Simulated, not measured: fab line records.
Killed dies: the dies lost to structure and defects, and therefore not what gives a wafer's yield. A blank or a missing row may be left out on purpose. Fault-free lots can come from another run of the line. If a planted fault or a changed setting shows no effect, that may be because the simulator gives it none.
Chamber matching ; flow nand harc ; NHARC_A_STAIRCASE_DEP_322 on pecvd-03 has 3 sister chambers
The step deposits SiO2, target thk 7200 nm. 6 wafers are shown with their chamber, then 7 later ones without.

WAFERS, EACH WITH ITS CHAMBER
wafer;chamber;heater power w (W)
L078.2;1;875
L078.4;1;728
L083.4;0;572
L083.5;2;594
L084.2;0;714
L084.3;2;597

WAFERS MISSING THEIR CHAMBER
wafer;heater power w (W)
L084.6;738
L092.3;695
L092.4;564
L092.5;591
L094.1;658
L094.3;726
L094.4;583

WHICH CHAMBER EACH ONE RAN IN
wafer;from the rows above;in truth
L084.6;can't be placed: 1 or 0 or 2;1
L092.3;can't be placed: 0 or 2 or 1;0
L092.4;can't be placed: 2 or 0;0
L092.5;can't be placed: 2 or 0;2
L094.1;can't be placed: 0 or 2 or 1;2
L094.3;can't be placed: 1 or 0 or 2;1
L094.4;can't be placed: 2 or 0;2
0 of 7 placed correctly. Not placeable from these rows: 7 (in 7, the candidates include the true chamber). 0 placed wrongly.
How it was worked out, from the rows above alone: a wafer's distance from a chamber is the root of the sum, over the readings, of the square of ((its reading less the chamber's mean) divided by the reading's scatter). If the next closest chamber is less than 2 further off than the closest, the wafer can't be placed; otherwise it belongs to the closest. The mean given for a chamber averages the wafers shown for that chamber. The scatter: take each reading less its chamber's mean, square it, sum over the shown wafers, divide by the number of wafers less the number of chambers, and take the root.
